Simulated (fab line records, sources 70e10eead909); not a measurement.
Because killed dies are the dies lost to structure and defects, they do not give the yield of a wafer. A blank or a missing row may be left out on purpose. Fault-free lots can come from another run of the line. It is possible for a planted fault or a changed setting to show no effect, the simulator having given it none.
fab line records + flow nand-harc + part 2 of 2: steps 26 to 41 of 41
record:
- lots: 5
- wafers: 15
- last-day: 29
route steps=1302 shown P_BONDPAD@359 A_START@389 A_ZERO_WELL@390
lots that met no fault: taken from a fault-free run of the same line
start-h: start of the lot's first displayed wafer, in hours after the record's first day + wait-h: hours from the lot's prior step to this one + " as in the row above + L1.1+2: one row covering several wafers at once + - either no value or no given start + * or withheld: withheld + < > ~ a bound
route shown NAME@n: names a module that has steps shown in the file, with the first one's number in the route + usual: the fault-free wafers' mean and standard deviation + same: alike in all rows + chamber/n: place in a boat + sites: readings site by site + _std_site: standard deviation across them + _edge_site: the outer-site mean with the inner-site mean subtracted + radius-mm: for every site, how far away it sits from the centre of the wafer + mask NAME#n: copy n + behind: tool/chamber where the wafer was last shaped + hold: the reason the lot was held/the length of the hold in hours/how it ended + device: the n, p or np transistor that did not switch + end of line: tests of these same wafers at the route's end + for a step that has no rows: nothing shown but its recipe + killed: the dies lost at the first sort to structure and to defects; this is not the yield of the wafer + map: a wafer's dies, marking killed ones x, the rest . and places with no die _
set.NAME: the setting the step ran with; set.NAME@STEP: the setting that earlier step ran with + model.NAME: the simulator's own value behind a step, which no gauge read
lots at selected steps of the route; one table per step, one row per wafer
services: a tool's chamber out of use, with start hour (start-h, from the record's first day; less than 0 if before it), hours out, and reason
== steps ==
step: NHARC_P_BONDPAD_ACTIVATE_29
recipe:
- time-s: 60
- n2-flow-sccm: 200
- ar-flow-sccm: 0
- bias-power-w: 0
- chemistry: N2
usual:
- drypump-motor-current-A: 5.7/0.36
- oes-product-au: 0.996/0.011
- rf-vpp-V: 64.3/0.86
- showerhead-plenum-p-Torr: 1.81/0.065
same:
- time-s: 60
| lot.wafer | tool        | chamber | start-h | wait-h | drypump-motor-current-A | oes-product-au | rf-hours-counter-h | rf-vpp-V | showerhead-plenum-p-Torr |
|-----------|-------------|---------|---------|--------|-------------------------|----------------|--------------------|----------|--------------------------|
| L078.2    | rie-diel-04 | 2       | 174.27  | 0.1    | 5.3                     | 0.984          | 9.2                | 65.2     | 1.74                     |
| L078.4    | "           | 3       | "       | "      | 6.1                     | 1.014          | -                  | 63.6     | 1.83                     |
| L078.5    | "           | 1       | "       | "      | 5.9                     | 1.006          | -                  | 65.4     | 1.87                     |
| L079.1    | rie-diel-13 | 1       | 191.20  | 0.1    | 5.3                     | 0.991          | 1.1                | 64.2     | 1.84                     |
| L079.3    | "           | 2       | "       | "      | 5.6                     | 0.991          | 0.9                | 66.6     | 1.88                     |
| L079.2    | "           | 3       | "       | "      | 6.0                     | 0.999          | 0.8                | 65.4     | 1.89                     |
| L085.3    | rie-diel-04 | 3       | 248.49  | 0.1    | 6.1                     | 1.011          | 3.3                | 64.5     | 1.83                     |
| L085.5    | "           | 3       | "       | "      | 6.1                     | 1.007          | -                  | 64.2     | 1.83                     |
| L085.6    | "           | 0       | "       | "      | 6.2                     | 0.994          | -                  | 63.6     | 1.78                     |
| L084.1    | rie-diel-02 | 0       | 248.86  | 0.1    | 5.0                     | 0.997          | 0.9                | 65.3     | 1.81                     |
| L084.6    | "           | 1       | "       | "      | 5.7                     | 0.989          | -                  | 63.8     | 1.77                     |
| L084.5    | "           | 2       | "       | "      | 5.6                     | 0.996          | -                  | 63.6     | 1.89                     |
| L087.2    | rie-diel-13 | 2       | 264.96  | 0.1    | 5.6                     | 1.001          | 4.9                | 64.8     | 1.88                     |
| L087.4    | "           | 0       | "       | "      | 5.8                     | 0.994          | 5.2                | 64.4     | 1.65                     |
| L087.3    | "           | 1       | "       | "      | 5.3                     | 0.976          | 5.0                | 65.9     | 1.84                     |
step: NHARC_P_BONDPAD_PRECLEAN_30
recipe:
- time-s: 300
- temp-c: 23
- chemistry: DIW
same:
- time-s: 300
| lot.wafer  | tool         | chamber | start-h | wait-h |
|------------|--------------|---------|---------|--------|
| L078.4+2+5 | wet-bench-10 | 1,3,5   | 174.45  | 0.1    |
| L079.3+1+2 | wet-bench-08 | 2,4,5   | 191.37  | 0.1    |
| L085.5+6+3 | wet-bench-10 | 2,5,6   | 248.66  | 0.1    |
| L084.1+5+6 | wet-bench-10 | 6,7,3   | 248.98  | 0.1    |
| L087.3+2+4 | wet-bench-10 | 1,3,6   | 265.11  | 0.1    |
step: NHARC_P_BONDPAD_SRD_31
recipe:
- time-s: 30
- temp-c: 23
- dry-time-s: 20
- spin-rpm: 1500
same:
- time-s: 30
| lot.wafer  | tool         | chamber | start-h | wait-h |
|------------|--------------|---------|---------|--------|
| L078.4+2+5 | wet-bench-10 | 1,3,5   | -       | -      |
| L079.3+1+2 | wet-bench-08 | 2,4,5   | -       | -      |
| L085.5+6+3 | wet-bench-10 | 2,5,6   | -       | -      |
| L084.1+5+6 | wet-bench-10 | 6,7,3   | -       | -      |
| L087.3+2+4 | wet-bench-10 | 1,3,6   | -       | -      |
step: NHARC_A_START_INSPECT_01
usual:
- raw-defect-count: 3.2/1.8
| lot.wafer | tool              | chamber | start-h | wait-h | raw-defect-count |
|-----------|-------------------|---------|---------|--------|------------------|
| L078.2    | defect-inspect-02 | -       | 174.71  | -      | 2                |
| L078.4    | "                 | -       | "       | "      | 5                |
| L078.5    | "                 | -       | "       | "      | 4                |
| L079.1    | defect-inspect-02 | -       | 191.59  | -      | 2                |
| L079.2    | "                 | -       | "       | "      | 4                |
| L079.3    | "                 | -       | "       | "      | 5                |
| L085.3    | defect-inspect-02 | -       | 248.90  | -      | 6                |
| L085.5    | "                 | -       | "       | "      | 2                |
| L085.6    | "                 | -       | "       | "      | 4                |
| L084.1    | defect-inspect-02 | -       | 249.23  | -      | 7                |
| L084.5    | "                 | -       | "       | "      | 3                |
| L084.6    | "                 | -       | "       | "      | 3                |
| L087.2    | defect-inspect-01 | -       | 265.36  | -      | 1                |
| L087.3    | "                 | -       | "       | "      | 4                |
| L087.4    | "                 | -       | "       | "      | 2                |
step: NHARC_A_ZERO_WELL_PRECLEAN_00
recipe:
- time-s: 600
- temp-c: 120
- chemistry: SPM
usual:
- bath-guard-temp-C: 119.9/0.62
same:
- time-s: 600
| lot.wafer | tool         | chamber | start-h | wait-h | bath-guard-temp-C |
|-----------|--------------|---------|---------|--------|-------------------|
| L078.5    | wet-bench-03 | 5       | 174.80  | 0.1    | 118.7             |
| L078.2    | "            | 7       | "       | "      | 120.4             |
| L078.4    | "            | 0       | "       | "      | 119.7             |
| L079.3    | wet-bench-07 | 6       | 191.68  | 0.1    | 119.1             |
| L079.1    | "            | 0       | "       | "      | 120.7             |
| L079.2    | "            | 2       | "       | "      | 119.6             |
| L085.5    | wet-bench-03 | 5       | 248.99  | 0.1    | 118.5             |
| L085.3    | "            | 6       | "       | "      | 120.0             |
| L085.6    | "            | 1       | "       | "      | 119.9             |
| L084.6    | wet-bench-05 | 4       | 249.32  | 0.1    | 120.3             |
| L084.5    | "            | 6       | "       | "      | 120.4             |
| L084.1    | "            | 1       | "       | "      | 120.4             |
| L087.3    | wet-bench-07 | 3       | 265.45  | 0.1    | 118.9             |
| L087.4    | "            | 4       | "       | "      | 119.2             |
| L087.2    | "            | 0       | "       | "      | 120.7             |
step: NHARC_A_ZERO_WELL_SRD_01
| lot.wafer  | tool         | chamber | start-h | wait-h |
|------------|--------------|---------|---------|--------|
| L078.5+2+4 | wet-bench-03 | 5,7,0   | -       | -      |
| L079.3+1+2 | wet-bench-07 | 6,0,2   | -       | -      |
| L085.5+3+6 | wet-bench-03 | 5,6,1   | -       | -      |
| L084.6+5+1 | wet-bench-05 | 4,6,1   | -       | -      |
| L087.3+4+2 | wet-bench-07 | 3,4,0   | -       | -      |
step: NHARC_A_ZERO_WELL_DEHYDRATE_02
recipe:
- temp-c: 150
- time-s: 120
same:
- time-s: 120
| lot.wafer  | tool           | chamber | start-h | wait-h |
|------------|----------------|---------|---------|--------|
| L078.2+4+5 | litho-track-03 | 0       | 175.10  | -      |
| L079.1+2+3 | litho-track-03 | 0       | 191.99  | -      |
| L085.3+5+6 | litho-track-02 | 0       | 249.29  | -      |
| L084.1+5+6 | litho-track-03 | 0       | 249.63  | -      |
| L087.2+3+4 | litho-track-02 | 0       | 265.76  | -      |
step: NHARC_A_ZERO_WELL_HMDS_03
recipe:
- time-s: 30
same:
- time-s: 30
| lot.wafer  | tool           | chamber | start-h | wait-h |
|------------|----------------|---------|---------|--------|
| L078.2+4+5 | litho-track-03 | 0       | -       | -      |
| L079.1+2+3 | litho-track-03 | 0       | -       | -      |
| L085.3+5+6 | litho-track-02 | 0       | -       | -      |
| L084.1+5+6 | litho-track-03 | 0       | -       | -      |
| L087.2+3+4 | litho-track-02 | 0       | -       | -      |
step: NHARC_A_ZERO_WELL_COAT_18
recipe:
- temp-c: 200
- time-s: 65
same:
- time-s: 65
| lot.wafer  | tool           | chamber | start-h | wait-h |
|------------|----------------|---------|---------|--------|
| L078.2+4+5 | litho-track-03 | 0       | -       | -      |
| L079.1+2+3 | litho-track-03 | 0       | -       | -      |
| L085.3+5+6 | litho-track-02 | 0       | -       | -      |
| L084.1+5+6 | litho-track-03 | 0       | -       | -      |
| L087.2+3+4 | litho-track-02 | 0       | -       | -      |
step: NHARC_A_ZERO_WELL_COAT_04
recipe:
- spin-rpm: 2000
- resist-thk-nm: 600
| lot.wafer  | tool           | chamber | start-h | wait-h |
|------------|----------------|---------|---------|--------|
| L078.2+4+5 | litho-track-03 | 0       | -       | -      |
| L079.1+2+3 | litho-track-03 | 0       | -       | -      |
| L085.3+5+6 | litho-track-02 | 0       | -       | -      |
| L084.1+5+6 | litho-track-03 | 0       | -       | -      |
| L087.2+3+4 | litho-track-02 | 0       | -       | -      |
step: NHARC_A_ZERO_WELL_SOFTBAKE_05
recipe:
- temp-c: 125
- time-s: 70
same:
- time-s: 70
| lot.wafer  | tool           | chamber | start-h | wait-h |
|------------|----------------|---------|---------|--------|
| L078.2+4+5 | litho-track-03 | 0       | -       | -      |
| L079.1+2+3 | litho-track-03 | 0       | -       | -      |
| L085.3+5+6 | litho-track-02 | 0       | -       | -      |
| L084.1+5+6 | litho-track-03 | 0       | -       | -      |
| L087.2+3+4 | litho-track-02 | 0       | -       | -      |
step: NHARC_A_ZERO_WELL_EBR_06
| lot.wafer  | tool           | chamber | start-h | wait-h |
|------------|----------------|---------|---------|--------|
| L078.2+4+5 | litho-track-03 | 0       | -       | -      |
| L079.1+2+3 | litho-track-03 | 0       | -       | -      |
| L085.3+5+6 | litho-track-02 | 0       | -       | -      |
| L084.1+5+6 | litho-track-03 | 0       | -       | -      |
| L087.2+3+4 | litho-track-02 | 0       | -       | -      |
step: NHARC_A_ZERO_WELL_EXPOSE_07
recipe:
- na: 0.55
- dose-mj: 33.85
- mask-id: A_ZERO
| lot.wafer  | tool           | chamber | start-h | wait-h | mask     |
|------------|----------------|---------|---------|--------|----------|
| L078.2+4+5 | krf-scanner-01 | 0       | 175.40  | -      | A_ZERO#0 |
| L079.1+2+3 | krf-scanner-02 | 0       | 192.28  | -      | A_ZERO#0 |
| L085.3+5+6 | krf-scanner-04 | 0       | 249.59  | -      | A_ZERO#0 |
| L084.1+5+6 | krf-scanner-02 | 0       | 249.92  | -      | A_ZERO#0 |
| L087.2+3+4 | krf-scanner-02 | 0       | 265.93  | -      | A_ZERO#0 |
step: NHARC_A_ZERO_WELL_PEB_08
recipe:
- peb-temp-c: 128
- peb-time-s: 80
| lot.wafer  | tool           | chamber | start-h | wait-h |
|------------|----------------|---------|---------|--------|
| L078.2+4+5 | litho-track-03 | 0       | 175.46  | 0.1    |
| L079.1+2+3 | litho-track-03 | 0       | 192.34  | 0.1    |
| L085.3+5+6 | litho-track-02 | 0       | 249.65  | 0.1    |
| L084.1+5+6 | litho-track-03 | 0       | 249.99  | 0.1    |
| L087.2+3+4 | litho-track-05 | 0       | 265.99  | 0.1    |
step: NHARC_A_ZERO_WELL_DEVELOP_09
recipe:
- time-s: 50
- dev-temp-c: 22
same:
- time-s: 50
| lot.wafer  | tool           | chamber | start-h | wait-h |
|------------|----------------|---------|---------|--------|
| L078.2+4+5 | litho-track-03 | 0       | -       | -      |
| L079.1+2+3 | litho-track-03 | 0       | -       | -      |
| L085.3+5+6 | litho-track-02 | 0       | -       | -      |
| L084.1+5+6 | litho-track-03 | 0       | -       | -      |
| L087.2+3+4 | litho-track-05 | 0       | -       | -      |
step: NHARC_A_ZERO_WELL_CD_MEAS_10
recipe:
- target-cd-nm: 2000
- landing-energy-ev: 500
usual:
- cd-nm: 1999.7/1.7
| lot.wafer | tool      | chamber | start-h | wait-h | cd-nm  |
|-----------|-----------|---------|---------|--------|--------|
| L078.2    | cd-sem-01 | 0       | 175.54  | -      | 1999.3 |
| L078.4    | "         | 0       | "       | "      | 1998.7 |
| L078.5    | "         | 0       | "       | "      | 1998.5 |
| L079.1    | cd-sem-01 | 0       | 192.43  | -      | 1999.0 |
| L079.2    | "         | 0       | "       | "      | 1998.8 |
| L079.3    | "         | 0       | "       | "      | 2000.2 |
| L085.3    | cd-sem-03 | 0       | 249.75  | -      | 1994.7 |
| L085.5    | "         | 0       | "       | "      | 1999.1 |
| L085.6    | "         | 0       | "       | "      | 1997.3 |
| L084.1    | cd-sem-01 | 0       | 250.07  | -      | 2000.1 |
| L084.5    | "         | 0       | "       | "      | 2000.4 |
| L084.6    | "         | 0       | "       | "      | 2000.4 |
| L087.2    | cd-sem-02 | 0       | 266.08  | -      | 2003.1 |
| L087.3    | "         | 0       | "       | "      | 2001.8 |
| L087.4    | "         | 0       | "       | "      | 2003.8 |
== services ==
| tool           | chamber | start-h | hours | kind   |
|----------------|---------|---------|-------|--------|
| krf-scanner-03 | -       | 148.49  | 1.7   | repair |
| rie-diel-02    | 2       | 151.61  | 5.2   | repair |
| krf-scanner-03 | -       | 154.91  | 5.8   | repair |
| wet-bench-07   | -       | 160.05  | 8.0   | pm     |
| ecd-cu-01      | -       | 160.35  | 8.0   | pm     |
| cmp-03         | -       | 162.79  | 4.0   | pm     |
| rie-diel-13    | -       | 165.26  | 9.0   | pm     |
| rie-diel-04    | 0       | 169.39  | 7.0   | repair |
| pvd-sputter-03 | -       | 170.00  | 10.0  | pm     |
| cmp-04         | -       | 170.47  | 2.0   | repair |
| krf-scanner-04 | -       | 171.47  | 3.7   | repair |
| wet-bench-07   | -       | 174.03  | 2.4   | repair |
| rie-diel-04    | -       | 177.90  | 9.0   | pm     |
| rie-diel-13    | 3       | 199.71  | 7.7   | repair |
| rie-diel-02    | 0       | 207.67  | 6.7   | repair |
| wet-bench-03   | -       | 210.40  | 8.0   | pm     |
| rie-diel-02    | -       | 216.82  | 9.0   | pm     |
| pvd-sputter-01 | -       | 226.00  | 10.0  | pm     |
| litho-track-02 | -       | 227.00  | 7.0   | pm     |
| litho-track-07 | -       | 251.00  | 7.0   | pm     |
| rie-diel-04    | 3       | 251.51  | 8.4   | repair |
| rie-diel-04    | 2       | 253.20  | 9.4   | repair |
| pvd-sputter-03 | -       | 261.07  | 1.8   | repair |
| rie-diel-02    | 1       | 262.59  | 5.5   | repair |
